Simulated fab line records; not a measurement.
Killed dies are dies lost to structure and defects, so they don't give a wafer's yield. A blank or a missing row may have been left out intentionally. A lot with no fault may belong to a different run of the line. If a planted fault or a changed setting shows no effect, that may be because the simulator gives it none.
Split-lot study | flow n5Finfet | on a route of 1938 steps: 7 lots, 39 wafers read

## ON THE SPLIT
At N5_BEOL_M10_DEP_56 (deposits SiCN from 3MS/NH3, target thk 15 nm, time 26.5 s), the setting targetThkA was moved away from the recipe's 150 angstrom on 18 of the 39 wafers read, by -46.9% to +59.3%. All remaining wafers had this setting at the recipe value.

The split's own step is where the reading is taken.

## THE READING
SiCN_of_BEOL_M10_DEP_56.thkNm (the simulator's own value, which no gauge read), in nm, at N5_BEOL_M10_DEP_56 (deposits SiCN from 3MS/NH3, target thk 15 nm, time 26.5 s). There is no usual value for it anywhere in the file. Here, 21 wafers ran the recipe; their average is 15.0 nm with a standard deviation of 0.17 nm.

wafer  | tool, chamber at the split | targetThkA as run, angstrom | against the recipe | SiCN_of_BEOL_M10_DEP_56.thkNm, nm | against lot-mates on the recipe
L075.1 | pecvd-04, 1,2,0            | 150                         | recipe             | 15.2                              | -
L075.3 | pecvd-04, 1,2,0            | 150                         | recipe             | 15.2                              | -
L075.5 | pecvd-04, 1,2,0            | 150                         | recipe             | 15.2                              | -
L075.2 | pecvd-04, 0                | 105.9                       | -29.4%             | 10.4                              | -4.8
L075.4 | pecvd-04, 1                | 105.9                       | -29.4%             | 10.8                              | -4.4
L075.6 | pecvd-04, 2                | 105.9                       | -29.4%             | 11.2                              | -4.0
L077.1 | pecvd-03, 0,1              | 150                         | recipe             | 15                                | -
L077.6 | pecvd-03, 0,1              | 150                         | recipe             | 15                                | -
L077.2 | pecvd-03, 2,0              | 79.65                       | -46.9%             | 8                                 | -7.1
L077.5 | pecvd-03, 2,0              | 79.65                       | -46.9%             | 8                                 | -7.1
L077.3 | pecvd-03, 1                | 79.65                       | -46.9%             | 7.6                               | -7.5
L077.4 | pecvd-03, 2                | 150                         | recipe             | 15.2                              | -
L079.1 | pecvd-03, 0                | 150                         | recipe             | 15                                | -
L079.6 | pecvd-03, 0                | 150                         | recipe             | 15                                | -
L079.2 | pecvd-03, 1                | 239                         | +59.3%             | 23.6                              | +8.5
L079.3 | pecvd-03, 2                | 150                         | recipe             | 15.2                              | -
L079.4 | pecvd-03, 1,2              | 239                         | +59.3%             | 24.2                              | +9.1
L079.5 | pecvd-03, 1,2              | 239                         | +59.3%             | 24.2                              | +9.1
L088.1 | pecvd-02, 0                | 191.8                       | +27.9%             | 18.6                              | +3.9
L088.2 | pecvd-02, 2,1              | 150                         | recipe             | 14.8                              | -
L088.4 | pecvd-02, 2,1              | 150                         | recipe             | 14.8                              | -
L088.3 | pecvd-02, 1                | 150                         | recipe             | 14.6                              | -
L088.5 | pecvd-02, 0                | 191.8                       | +27.9%             | 19                                | +4.3
L088.6 | pecvd-02, 2                | 191.8                       | +27.9%             | 19.2                              | +4.5
L090.1 | pecvd-02, 1                | 201.1                       | +34.1%             | 19.8                              | +4.8
L090.2 | pecvd-02, 2                | 150                         | recipe             | 15.2                              | -
L090.3 | pecvd-02, 0                | 150                         | recipe             | 14.8                              | -
L090.4 | pecvd-02, 2                | 201.1                       | +34.1%             | 20.6                              | +5.6
L090.5 | pecvd-02, 0                | 201.1                       | +34.1%             | 20.2                              | +5.2
L090.6 | pecvd-02, 1                | 150                         | recipe             | 15                                | -
L089.1 | pecvd-03, 2,0              | 150                         | recipe             | 15                                | -
L089.4 | pecvd-03, 2,0              | 150                         | recipe             | 15                                | -
L089.2 | pecvd-03, 0                | 182.3                       | +21.5%             | 18                                | +2.9
L089.3 | pecvd-03, 2                | 150                         | recipe             | 15.2                              | -
L089.5 | pecvd-03, 2                | 182.3                       | +21.5%             | 18.4                              | +3.3
L089.6 | pecvd-03, 0                | 182.3                       | +21.5%             | 18.2                              | +3.1
L093.4 | pecvd-04, 1,0              | 150                         | recipe             | 15                                | -
L093.5 | pecvd-04, 1,0              | 150                         | recipe             | 15                                | -
L093.6 | pecvd-04, 2                | 150                         | recipe             | 15.2                              | -
When a row names more than one chamber, that row covers several wafers, and the file does not tell which wafer ran in which chamber.

THE FIT
A straight line over all 39 wafers: SiCN_of_BEOL_M10_DEP_56.thkNm changes by +0.15 nm for each +1% of targetThkA; r = +1.00; the points scatter about the line by 0.25 nm.
The same after taking each lot's own level away (the mean of its wafers on the recipe; 39 wafers): +0.151 nm for each +1%; r = +1.00; scatter 0.21 nm.
That fit puts the effect of the largest move of targetThkA on the reading at 9 nm.
The lots' own levels span 14.73 to 15.20 nm, that is 2.8 times the standard deviation above.
The two slopes are in agreement: the lot-to-lot level therefore moves the slope only a little.
Check: +9.03 nm against its lot-mates is what the line predicts for one of the wafers moved furthest among these (+59.3%) when that wafer is left out of the fit. It came out at +8.53 nm against them.

## ADDITIONAL SPLITS CARRIED BY THESE WAFERS
Before the reading, these wafers also passed through other splits. Each is held against what the fit with the lots' levels taken away leaves over:
other split on the same wafers         | wafers away from the commonest value | r with SiCN_of_BEOL_M10_DEP_56.thkNm (lot level and that fit taken away)
N5_ZERO_LAYER_DEVELOP_10 developTimeS  | 15                                   | -0.21
N5_FIN_SAQP_SPACER1_ALD_24 aldCycles   | 15                                   | +0.10
N5_SD_EPI_N_ETCH_45 targetDepthA       | 15                                   | +0.13
N5_MOL_CONTACT_COAG_ETCHBACK_135 timeS | 18                                   | -0.03
N5_BEOL_M3_ALD_84 aldCycles            | 18                                   | -0.01
N5_BEOL_M7_DEP_56 timeS                | 12                                   | -0.05
N5_BEOL_M10_ETCH_62 timeS              | 9                                    | -0.03

## FILE'S OWN FIT
SiCN_of_BEOL_M10_DEP_56.thkNm changes by +0.151 nm for each +1% of targetThkA, r = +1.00.
